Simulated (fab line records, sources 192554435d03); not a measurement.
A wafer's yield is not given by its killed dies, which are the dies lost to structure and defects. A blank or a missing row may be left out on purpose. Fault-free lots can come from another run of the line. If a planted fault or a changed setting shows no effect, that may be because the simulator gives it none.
fab line records    flow n5_finfet    part 1 of 2: steps 1 to 21 of 28
[record] lots = 5  wafers = 15  last_day = 20
route steps=1938 shown BEOL_M1@799
lots untouched by any fault: they come from a run of this same line in which no faults occurred
start_h: start of the lot's first displayed wafer, in hours after the record's first day    wait_h: time in hours since the lot's previous step    " unchanged from the row above    L1.1+2: a row that stands for several wafers    - no value, or no start given    * or withheld: withheld    < > ~ a bound
route shown NAME@n: NAME is a module with steps in the file, n the number in the route of the first one    usual: mean/standard deviation of fault-free wafers    same: alike in all rows    chamber/n: place in a boat    sites: each site's reading    _std_site: standard deviation of those values    _edge_site: inner sites' mean taken away from outer sites' mean    radius_mm: how far each site lies from the wafer's centre    mask NAME#n: copy n    behind: the last tool/chamber to shape the wafer    hold: the reason the lot was held/the length of the hold in hours/how it ended    device: the n, p or np transistor that did not switch    end of line: at the end of the route, the tests of the same wafers    a step with no rows: only its recipe    killed: dies lost to structure and defects at the first sort, not the wafer's yield    map: shows each die of a wafer: x if killed, . if not, _ if none is there
set.NAME: setting as actually run; set.NAME@STEP: the setting as run at that earlier step    model.NAME: the simulator's own value behind a step, which no gauge read
lots seen at some steps along the route; tables by step, rows by wafer
services: from which hour (start_h, from the record's first day; less than 0 if before it) a tool's chamber was out of use, for how many hours, and why
[[steps]]
[step N5_BEOL_M1_STRIP_36]
[recipe] chemistry = N2/H2  power_w = 450  temp_c = 40  pressure_mtorr = 20  rf_frequency_hz = 6e+07  overash_fraction = 0.3  bias_power_w = 7  h2_frac = 0.5  n2_flow_sccm = 200  h2_flow_sccm = 200
[usual] drypump_motor_current_A = 5.7/0.41  oes_product_au = 0.78/0.084  rf_vpp_V = 59.0/1.4  showerhead_plenum_p_Torr = 2.52/0.1  throttle_valve_pct = 23.5/0.33
lot.wafer  tool         chamber  start_h  wait_h  drypump_motor_current_A  oes_product_au  rf_hours_counter_h  rf_vpp_V  showerhead_plenum_p_Torr  throttle_valve_pct
L080.1     rie_diel-02  3        170.15   0.0     5.4                      0.87            30                  58.7      2.69                      23.3
L080.3     "            0        "        "       5.8                      0.84            63                  57.5      2.45                      23.4
L080.6     "            2        "        "       5.8                      0.70            -                   58.2      2.44                      23.8
L083.3     rie_diel-03  1        182.38   0.0     5.9                      0.72            214                 60.0      2.62                      23.6
L083.4     "            0        "        "       5.2                      0.67            243                 58.5      2.49                      23.7
L083.6     "            0        "        "       5.2                      0.68            -                   60.3      2.49                      23.8
L088.2     rie_diel-02  0        222.70   0.0     5.8                      0.82            84                  59.2      2.44                      23.4
L088.3     "            2        "        "       5.9                      0.69            199                 58.5      2.43                      23.8
L088.4     "            1        "        "       4.8                      0.77            168                 59.0      2.52                      24.0
L092.1     rie_diel-06  0        236.48   0.0     5.7                      0.94            23                  59.4      2.48                      23.0
L092.2     "            3        "        "       5.4                      0.93            10                  60.7      2.72                      24.0
L092.4     "            2        "        "       5.8                      0.70            188                 60.1      2.63                      23.2
L093.2     rie_diel-02  2        239.58   0.0     5.8                      0.69            206                 56.1      2.43                      23.9
L093.4     "            3        "        "       5.4                      0.81            -                   59.8      2.68                      23.4
L093.5     "            0        "        "       5.8                      0.82            -                   57.8      2.44                      23.4
[step N5_BEOL_M1_TRENCH_ETCH_37]
[recipe] chemistry = C4F6/O2  target_depth_a = 552.07  target = SiOC  time_s = 29  ion_energy_ev = 250  pressure_mtorr = 30  source_w = 355  bias_w = 185  Ar_flow_sccm = 300  C4F6_flow_sccm = 10  O2_flow_sccm = 10
[usual] drypump_motor_current_A = 5.7/0.42  oes_o_777_au = 0.79/0.079  oes_product_au = 0.78/0.086  rf_vpp_V = 667/18  showerhead_plenum_p_Torr = 2.86/0.11  throttle_valve_pct = 21.0/0.35
lot.wafer  tool         chamber  start_h  wait_h  drypump_motor_current_A  oes_o_777_au  oes_product_au  rf_hours_counter_h  rf_vpp_V  showerhead_plenum_p_Torr  throttle_valve_pct
L080.1     rie_diel-02  3        -        -       5.4                      0.89          0.87            30                  667       3.02                      20.5
L080.3     "            0        "        "       5.8                      0.84          0.85            63                  657       2.81                      21.1
L080.6     "            2        "        "       5.9                      0.68          0.71            -                   689       2.73                      21.2
L083.3     rie_diel-03  1        -        -       5.9                      0.74          0.73            214                 672       2.93                      20.8
L083.4     "            0        "        "       5.2                      0.71          0.67            243                 619       2.80                      21.2
L083.6     "            0        "        "       5.2                      0.71          0.67            -                   619       2.80                      21.2
L088.2     rie_diel-02  0        -        -       5.8                      0.81          0.82            84                  655       2.80                      21.1
L088.3     "            2        "        "       5.8                      0.67          0.69            199                 690       2.72                      21.2
L088.4     "            1        "        "       4.8                      0.80          0.75            168                 651       2.89                      21.4
L092.1     rie_diel-06  0        -        -       5.7                      0.91          0.94            23                  685       2.81                      20.5
L092.2     "            3        "        "       5.4                      0.91          0.95            10                  694       3.04                      21.1
L092.4     "            2        "        "       5.8                      0.72          0.71            188                 661       2.97                      20.6
L093.2     rie_diel-02  2        -        -       5.9                      0.66          0.69            206                 689       2.72                      21.2
L093.4     "            3        "        "       5.4                      0.85          0.83            -                   668       3.00                      20.5
L093.5     "            0        "        "       5.8                      0.81          0.82            -                   655       2.80                      21.1
[step N5_BEOL_M1_ETCH_41]
[recipe] chemistry = CH3F/O2  target = SiCN  target_depth_a = 319  taper_deg = 2  time_s = 57.8  ion_energy_ev = 120  mask_material = TiN  pressure_mtorr = 30  source_w = 395  bias_w = 75  Ar_flow_sccm = 150  CH3F_flow_sccm = 30  O2_flow_sccm = 20
[usual] drypump_motor_current_A = 5.7/0.42  oes_product_au = 0.78/0.086  rf_vpp_V = 297.3/1.8  showerhead_plenum_p_Torr = 2.01/0.078  throttle_valve_pct = 16.4/0.31
lot.wafer  tool         chamber  start_h  wait_h  drypump_motor_current_A  oes_product_au  rf_hours_counter_h  rf_vpp_V  showerhead_plenum_p_Torr  throttle_valve_pct
L080.1     rie_diel-02  3        -        -       5.4                      0.87            30                  300.3     2.12                      15.9
L080.3     "            0        "        "       5.8                      0.85            63                  296.2     1.97                      16.4
L080.6     "            2        "        "       5.8                      0.71            -                   296.1     1.92                      16.7
L083.3     rie_diel-03  1        -        -       5.9                      0.74            214                 297.6     2.06                      16.3
L083.4     "            0        "        "       5.2                      0.67            243                 297.7     1.96                      16.7
L083.6     "            0        "        "       5.2                      0.67            -                   296.3     1.97                      16.7
L088.2     rie_diel-02  1        -        -       4.8                      0.76            168                 296.6     2.03                      16.7
L088.3     "            2        "        "       5.8                      0.70            199                 294.9     1.91                      16.7
L088.4     "            3        "        "       5.4                      0.85            49                  299.7     2.12                      16.0
L092.1     rie_diel-06  0        -        -       5.7                      0.95            23                  296.7     1.97                      15.9
L092.2     "            3        "        "       5.4                      0.96            10                  300.6     2.14                      16.5
L092.4     "            2        "        "       5.8                      0.71            188                 301.2     2.08                      16.1
L093.2     rie_diel-02  2        -        -       5.9                      0.69            206                 296.0     1.91                      16.7
L093.4     "            3        "        "       5.4                      0.82            -                   300.8     2.12                      16.0
L093.5     "            0        "        "       5.8                      0.81            -                   295.6     1.96                      16.4
[step N5_BEOL_M1_STRIP_97]
[recipe] chemistry = N2/H2  time_s = 10  power_w = 450  temp_c = 40  pressure_mtorr = 20  rf_frequency_hz = 6e+07  bias_power_w = 7  n2_flow_sccm = 200  h2_flow_sccm = 200
[usual] drypump_motor_current_A = 5.7/0.41  oes_product_au = 0.78/0.085  rf_vpp_V = 59.1/0.92  showerhead_plenum_p_Torr = 2.53/0.1  throttle_valve_pct = 23.5/0.33
lot.wafer  tool         chamber  start_h  wait_h  drypump_motor_current_A  oes_product_au  rf_hours_counter_h  rf_vpp_V  showerhead_plenum_p_Torr  throttle_valve_pct
L080.1     rie_diel-02  3        -        -       5.4                      0.86            30                  57.9      2.69                      23.3
L080.3     "            0        "        "       5.8                      0.84            63                  58.3      2.45                      23.4
L080.6     "            2        "        "       5.8                      0.71            -                   59.1      2.44                      23.8
L083.3     rie_diel-03  1        -        -       5.9                      0.72            214                 60.2      2.62                      23.6
L083.4     "            0        "        "       5.2                      0.67            243                 59.4      2.49                      23.8
L083.6     "            0        "        "       5.2                      0.67            -                   59.8      2.49                      23.8
L088.2     rie_diel-02  3        -        -       5.4                      0.84            49                  60.2      2.68                      23.3
L088.3     "            2        "        "       5.8                      0.69            199                 59.3      2.43                      23.8
L088.4     "            3        "        "       5.4                      0.83            -                   60.5      2.68                      23.3
L092.1     rie_diel-06  0        -        -       5.7                      0.94            23                  59.5      2.48                      23.0
L092.2     "            3        "        "       5.4                      0.93            10                  61.5      2.72                      24.1
L092.4     "            2        "        "       5.8                      0.70            188                 60.6      2.63                      23.2
L093.2     rie_diel-02  2        -        -       5.8                      0.69            206                 60.4      2.43                      23.8
L093.4     "            3        "        "       5.4                      0.81            -                   59.2      2.68                      23.4
L093.5     "            0        "        "       5.8                      0.80            -                   59.2      2.44                      23.4
[step N5_BEOL_M1_OCD_MEAS_38]
[usual] trench_depth_nm = 55.0/1.2
lot.wafer  tool    chamber  start_h  wait_h  trench_depth_nm
L080.1     ocd-01  -        170.35   -       56.3
L080.3     "       -        "        "       56.3
L080.6     "       -        "        "       53.8
L083.3     ocd-01  -        182.58   -       56.3
L083.4     "       -        "        "       54.0
L083.6     "       -        "        "       54.5
L088.2     ocd-02  -        222.90   -       55.6
L088.3     "       -        "        "       54.3
L088.4     "       -        "        "       54.2
L092.1     ocd-02  -        236.68   -       56.5
L092.2     "       -        "        "       54.7
L092.4     "       -        "        "       54.3
L093.2     ocd-01  -        239.78   -       54.2
L093.4     "       -        "        "       54.8
L093.5     "       -        "        "       56.5
[step N5_BEOL_M1_HM_STRIP_39]
[recipe] chemistry = peroxide_tin_strip  material = TiN  target_depth_a = 250  temp_c = 50  time_s = 158
lot.wafer   tool          chamber  start_h  wait_h
L080.1+3+6  wet_bench-05  3,5,1    170.38   0.0
L083.3+4+6  wet_bench-02  5,7,6    182.61   0.0
L088.2+3+4  wet_bench-03  6,7,4    222.93   0.0
L092.1+2+4  wet_bench-05  7,3,2    236.71   0.0
L093.2+4+5  wet_bench-05  4,0,3    239.81   0.0
[step N5_BEOL_M1_SRD_40]
[recipe] time_s = 30  temp_c = 23  rinse_liquid = diw  dry = ipa_marangoni
lot.wafer   tool          chamber  start_h  wait_h
L080.1+3+6  wet_bench-05  3,5,1    170.42   0.0
L083.3+4+6  wet_bench-02  5,7,6    182.66   0.0
L088.2+3+4  wet_bench-03  6,7,4    222.98   0.0
L092.1+2+4  wet_bench-05  7,3,2    236.76   0.0
L093.2+4+5  wet_bench-05  4,0,3    239.86   0.0
[step N5_BEOL_M1_PRECLEAN_42]
[recipe] chemistry = residue_remover  time_s = 60  temp_c = 40
lot.wafer   tool          chamber  start_h  wait_h
L080.1+3+6  wet_bench-05  3,5,1    170.44   0.0
L083.3+4+6  wet_bench-02  5,7,6    182.68   0.0
L088.2+3+4  wet_bench-03  6,7,4    223.00   0.0
L092.1+2+4  wet_bench-05  7,3,2    236.77   0.0
L093.2+4+5  wet_bench-05  4,0,3    239.87   0.0
[step N5_BEOL_M1_SRD_43]
[recipe] time_s = 30  temp_c = 23  rinse_liquid = diw  dry = ipa_marangoni
lot.wafer   tool          chamber  start_h  wait_h
L080.1+3+6  wet_bench-05  3,5,1    170.46   0.0
L083.3+4+6  wet_bench-02  5,7,6    182.69   0.0
L088.2+3+4  wet_bench-03  6,7,4    223.01   0.0
L092.1+2+4  wet_bench-05  7,3,2    236.79   0.0
L093.2+4+5  wet_bench-05  4,0,3    239.89   0.0
[step N5_BEOL_M1_CD_MEAS_35]
[recipe] target_cd_nm = 18  target_cd_y_nm = 21  polarity = opening
[usual] cd_nm = 18.0/0.44
lot.wafer  tool       chamber  start_h  wait_h  cd_nm
L080.1     cd_sem-01  -        170.50   0.0     18.0
L080.3     "          -        "        "       18.5
L080.6     "          -        "        "       18.6
L083.3     cd_sem-03  -        182.74   0.0     18.6
L083.4     "          -        "        "       18.2
L083.6     "          -        "        "       17.4
L088.2     cd_sem-01  -        223.06   0.0     17.7
L088.3     "          -        "        "       17.7
L088.4     "          -        "        "       18.1
L092.1     cd_sem-02  -        236.83   0.0     17.9
L092.2     "          -        "        "       18.1
L092.4     "          -        "        "       18.5
L093.2     cd_sem-01  -        239.93   0.0     17.9
L093.4     "          -        "        "       17.8
L093.5     "          -        "        "       17.2
[step N5_BEOL_M1_DEGAS_44]
[recipe] ambient = vacuum  temp_c = 250  time_s = 60
[usual] heater_power_w = 328/43  susceptor_temp_C = 250.01/0.19
lot.wafer  tool            chamber  start_h  wait_h  heater_power_w  susceptor_temp_C
L080.1     pvd_sputter-01  -        171.05   0.5     313             250.20
L080.3     "               -        "        "       306             250.31
L080.6     "               -        "        "       315             250.06
L083.3     pvd_sputter-01  -        183.06   0.3     402             250.22
L083.4     "               -        "        "       301             249.63
L083.6     "               -        "        "       271             249.89
L088.2     pvd_sputter-01  -        223.52   0.5     396             249.72
L088.3     "               -        "        "       273             249.86
L088.4     "               -        "        "       317             249.96
L092.1     pvd_sputter-03  -        237.46   0.6     345             250.09
L092.2     "               -        "        "       307             249.82
L092.4     "               -        "        "       389             250.11
L093.2     pvd_sputter-03  -        240.42   0.5     314             249.93
L093.4     "               -        "        "       310             250.11
L093.5     "               -        "        "       318             249.89
[step N5_BEOL_M1_PRE_CLEAN_45]
[recipe] gas = H2/He  time_s = 30  temp_c = 250
[usual] heater_power_w = 328/43  susceptor_temp_C = 250.01/0.17
lot.wafer  tool            chamber  start_h  wait_h  heater_power_w  susceptor_temp_C
L080.1     pvd_sputter-01  -        171.09   0.0     308             249.97
L080.3     "               -        "        "       296             250.13
L080.6     "               -        "        "       310             250.15
L083.3     pvd_sputter-01  -        183.10   0.0     401             250.09
L083.4     "               -        "        "       297             249.92
L083.6     "               -        "        "       278             249.81
L088.2     pvd_sputter-01  -        223.56   0.0     414             250.03
L088.3     "               -        "        "       281             250.20
L088.4     "               -        "        "       311             250.01
L092.1     pvd_sputter-03  -        237.50   0.0     350             249.75
L092.2     "               -        "        "       314             249.97
L092.4     "               -        "        "       391             249.76
L093.2     pvd_sputter-03  -        240.46   0.0     316             249.78
L093.4     "               -        "        "       307             249.96
L093.5     "               -        "        "       308             250.22
[step N5_BEOL_M1_ALD_84]
[recipe] material = TaN  target_thk_a = *  temp_c = 275  ald_precursor_family = PDMAT  ald_co_reactant = NH3  pressure_torr = 3  carrier_flow_sccm = 1500  pulse_time_s = 2  purge_time_s = 3  co_reactant_purge_time_s = 2  co_reactant_pulse_time_s = 3  ald_cycles = 30  precursor_vessel_temp_c = 75  precursor_vessel_pressure_torr = 26.25  precursor_vessel_carrier_sccm = 1000
[usual] heater_power_outer_w = 240/27  heater_power_w = 432/47  susceptor_temp_C = 274.99/0.21
lot.wafer  tool          chamber  start_h  wait_h  heater_power_outer_w  heater_power_w  susceptor_temp_C
L080.1     ald_metal-02  1        171.17   0.1     271                   471             274.81
L080.3     "             3        "        "       245                   435             275.20
L080.6     "             3        "        "       249                   444             275.08
L083.3     ald_metal-04  1        183.18   0.1     226                   408             275.13
L083.4     "             3        "        "       268                   476             274.69
L083.6     "             1        "        "       225                   411             274.82
L088.2     ald_metal-04  0        223.65   0.1     286                   522             274.82
L088.3     "             2        "        "       219                   480             275.21
L088.4     "             1        "        "       234                   414             274.65
L092.1     ald_metal-03  2        237.70   0.2     202                   391             275.07
L092.2     "             3        "        "       261                   467             275.17
L092.4     "             1        "        "       215                   384             275.64
L093.2     ald_metal-03  0        240.52   0.0     245                   461             275.29
L093.4     "             2        "        "       203                   391             275.08
L093.5     "             3        "        "       260                   466             275.10
[step N5_BEOL_M1_SURFACE_TREAT_85]
[recipe] gas = Ar  time_s = *  ion_energy_ev = *  ion_current_ma_cm2 = 0.5  pressure_mtorr = *  ar_flow_sccm = 30
[usual] throttle_valve_pct = *
lot.wafer  tool            chamber  start_h  wait_h  throttle_valve_pct
L080.1     pvd_sputter-03  -        171.51   0.2     *
L080.3     "               -        "        "       *
L080.6     "               -        "        "       *
L083.3     pvd_sputter-01  -        183.48   0.2     *
L083.4     "               -        "        "       *
L083.6     "               -        "        "       *
L088.2     pvd_sputter-03  -        223.88   0.1     *
L088.3     "               -        "        "       *
L088.4     "               -        "        "       *
L092.1     pvd_sputter-02  -        237.99   0.2     *
L092.2     "               -        "        "       *
L092.4     "               -        "        "       *
L093.2     pvd_sputter-01  -        240.80   0.2     *
L093.4     "               -        "        "       *
L093.5     "               -        "        "       *
[step N5_BEOL_M1_CVD_47]
[recipe] material = Co  target_thk_a = 30  temp_c = withheld  precursor = CCTBA/H2  pressure_torr = 30  time_s = 223.8
lot.wafer   tool       chamber  start_h  wait_h
L080.1+3+6  cvd_co-02  1,0,2    171.80   0.3
L083.3+4+6  cvd_co-01  1,2,0    183.54   0.0
L088.2+3+4  cvd_co-01  2,0,2    223.94   0.0
L092.1+2+4  cvd_co-02  1,2,1    238.12   0.1
L093.2+4+5  cvd_co-02  2,0,2    240.88   0.1
[step N5_BEOL_M1_SPUTTER_48]
[recipe] material = Cu  target_thk_a = 45  temp_c = -20  chamber_pressure_pa = 0.07  power_w = withheld  time_s = 8.29
[usual] chamber_pressure_pa = 0.06999/0.00015  susceptor_temp_C = -20.00/0.098  throttle_valve_pct = 30.2/1.3
lot.wafer  tool            chamber  start_h  wait_h  chamber_pressure_pa  susceptor_temp_C  throttle_valve_pct
L080.1     pvd_sputter-02  -        172.27   0.4     0.06997              -20.20            30.3
L080.3     "               -        "        "       0.07019              -20.03            29.0
L080.6     "               -        "        "       0.07029              -20.08            28.9
L083.3     pvd_sputter-03  -        183.77   0.2     0.07001              -19.93            32.1
L083.4     "               -        "        "       0.07002              -19.85            30.2
L083.6     "               -        "        "       0.06998              -19.98            30.0
L088.2     pvd_sputter-01  -        224.18   0.2     0.06995              -20.08            28.8
L088.3     "               -        "        "       0.06979              -20.05            30.0
L088.4     "               -        "        "       0.0703               -19.99            31.6
L092.1     pvd_sputter-03  -        238.30   0.1     0.07014              -20.01            29.8
L092.2     "               -        "        "       0.06992              -19.94            32.2
L092.4     "               -        "        "       0.07004              -20.04            28.4
L093.2     pvd_sputter-01  -        241.04   0.1     0.06994              -19.87            31.8
L093.4     "               -        "        "       0.06976              -19.97            28.8
L093.5     "               -        "        "       0.06997              -19.88            31.5
[step N5_BEOL_M1_ANNEAL_49]
[recipe] temp_c = 400  time_s = 240  ambient = vacuum
[usual] heater_power_w = 813/110  susceptor_temp_C = 400.01/0.21
lot.wafer  tool            chamber  start_h  wait_h  heater_power_w  susceptor_temp_C
L080.1     pvd_sputter-02  -        172.35   0.0     765             399.98
L080.3     "               -        "        "       692             399.83
L080.6     "               -        "        "       687             400.04
L083.3     pvd_sputter-03  -        183.85   0.0     870             400.33
L083.4     "               -        "        "       976             400.10
L083.6     "               -        "        "       984             400.16
L088.2     pvd_sputter-01  -        224.26   0.0     786             400.09
L088.3     "               -        "        "       684             399.99
L088.4     "               -        "        "       1004            399.78
L092.1     pvd_sputter-03  -        238.38   0.0     973             400.03
L092.2     "               -        "        "       870             399.79
L092.4     "               -        "        "       780             400.12
L093.2     pvd_sputter-01  -        241.12   0.0     760             400.64
L093.4     "               -        "        "       787             400.10
L093.5     "               -        "        "       744             400.55
[step N5_BEOL_M1_SPUTTER_79]
[recipe] material = Cu  target_thk_a = 45  temp_c = -20  chamber_pressure_pa = 0.07  power_w = withheld  time_s = 8.29
[usual] chamber_pressure_pa = 0.07/0.00013  susceptor_temp_C = -20.00/0.1  throttle_valve_pct = 30.2/1.3
lot.wafer  tool            chamber  start_h  wait_h  chamber_pressure_pa  susceptor_temp_C  throttle_valve_pct
L080.1     pvd_sputter-02  -        172.49   0.1     0.07019              -20.10            30.7
L080.3     "               -        "        "       0.06998              -19.82            28.9
L080.6     "               -        "        "       0.06988              -19.91            29.0
L083.3     pvd_sputter-03  -        183.99   0.1     0.06973              -20.12            31.8
L083.4     "               -        "        "       0.06982              -20.02            30.0
L083.6     "               -        "        "       0.06999              -20.09            30.1
L088.2     pvd_sputter-01  -        224.40   0.1     0.07004              -20.13            28.7
L088.3     "               -        "        "       0.0699               -19.95            29.9
L088.4     "               -        "        "       0.06981              -20.01            32.0
L092.1     pvd_sputter-03  -        238.52   0.1     0.07006              -19.91            30.0
L092.2     "               -        "        "       0.06995              -20.00            31.9
L092.4     "               -        "        "       0.06991              -19.88            28.3
L093.2     pvd_sputter-01  -        241.26   0.1     0.06994              -19.89            31.5
L093.4     "               -        "        "       0.07004              -20.01            28.8
L093.5     "               -        "        "       0.07002              -20.01            31.6
[step N5_BEOL_M1_ANNEAL_80]
[recipe] temp_c = 400  time_s = 240  ambient = vacuum
[usual] heater_power_w = 815/110  susceptor_temp_C = 400.00/0.23
lot.wafer  tool            chamber  start_h  wait_h  heater_power_w  susceptor_temp_C
L080.1     pvd_sputter-02  -        172.57   0.0     802             400.10
L080.3     "               -        "        "       684             400.24
L080.6     "               -        "        "       689             400.62
L083.3     pvd_sputter-03  -        184.07   0.0     864             399.91
L083.4     "               -        "        "       1015            399.92
L083.6     "               -        "        "       994             400.29
L088.2     pvd_sputter-01  -        224.48   0.0     793             400.18
L088.3     "               -        "        "       699             399.81
L088.4     "               -        "        "       1024            400.41
L092.1     pvd_sputter-03  -        238.60   0.0     974             399.87
L092.2     "               -        "        "       903             399.73
L092.4     "               -        "        "       784             399.88
L093.2     pvd_sputter-01  -        241.34   0.0     773             399.92
L093.4     "               -        "        "       774             400.41
L093.5     "               -        "        "       763             400.04
[step N5_BEOL_M1_SPUTTER_81]
[recipe] material = Cu  target_thk_a = 45  temp_c = -20  chamber_pressure_pa = 0.07  power_w = withheld  time_s = 8.29
[usual] chamber_pressure_pa = 0.07/0.00014  susceptor_temp_C = -20.01/0.093  throttle_valve_pct = 30.2/1.3
lot.wafer  tool            chamber  start_h  wait_h  chamber_pressure_pa  susceptor_temp_C  throttle_valve_pct
L080.1     pvd_sputter-02  -        172.71   0.1     0.06997              -19.83            30.5
L080.3     "               -        "        "       0.06995              -20.02            29.1
L080.6     "               -        "        "       0.06992              -19.94            28.5
L083.3     pvd_sputter-03  -        184.21   0.1     0.07003              -19.99            31.8
L083.4     "               -        "        "       0.07016              -19.92            30.1
L083.6     "               -        "        "       0.07013              -20.13            30.1
L088.2     pvd_sputter-01  -        224.62   0.1     0.06991              -20.03            28.8
L088.3     "               -        "        "       0.06986              -20.04            30.0
L088.4     "               -        "        "       0.07004              -20.07            32.1
L092.1     pvd_sputter-03  -        238.74   0.1     0.06986              -20.14            30.2
L092.2     "               -        "        "       0.07012              -19.99            31.7
L092.4     "               -        "        "       0.07007              -20.14            28.5
L093.2     pvd_sputter-01  -        241.48   0.1     0.06986              -20.03            31.7
L093.4     "               -        "        "       0.06986              -20.01            28.6
L093.5     "               -        "        "       0.0702               -20.18            31.6
[step N5_BEOL_M1_ANNEAL_82]
[recipe] temp_c = 400  time_s = 240  ambient = vacuum
[usual] heater_power_w = 815/110  susceptor_temp_C = 400.01/0.2
lot.wafer  tool            chamber  start_h  wait_h  heater_power_w  susceptor_temp_C
L080.1     pvd_sputter-02  -        172.79   0.0     768             399.84
L080.3     "               -        "        "       681             399.57
L080.6     "               -        "        "       669             400.10
L083.3     pvd_sputter-03  -        184.29   0.0     856             400.01
L083.4     "               -        "        "       988             400.32
L083.6     "               -        "        "       992             399.93
L088.2     pvd_sputter-01  -        224.70   0.0     767             400.09
L088.3     "               -        "        "       703             399.99
L088.4     "               -        "        "       1008            400.05
L092.1     pvd_sputter-03  -        238.82   0.0     1001            400.19
L092.2     "               -        "        "       869             400.22
L092.4     "               -        "        "       774             399.91
L093.2     pvd_sputter-01  -        241.56   0.0     758             399.79
L093.4     "               -        "        "       788             400.04
L093.5     "               -        "        "       768             399.83
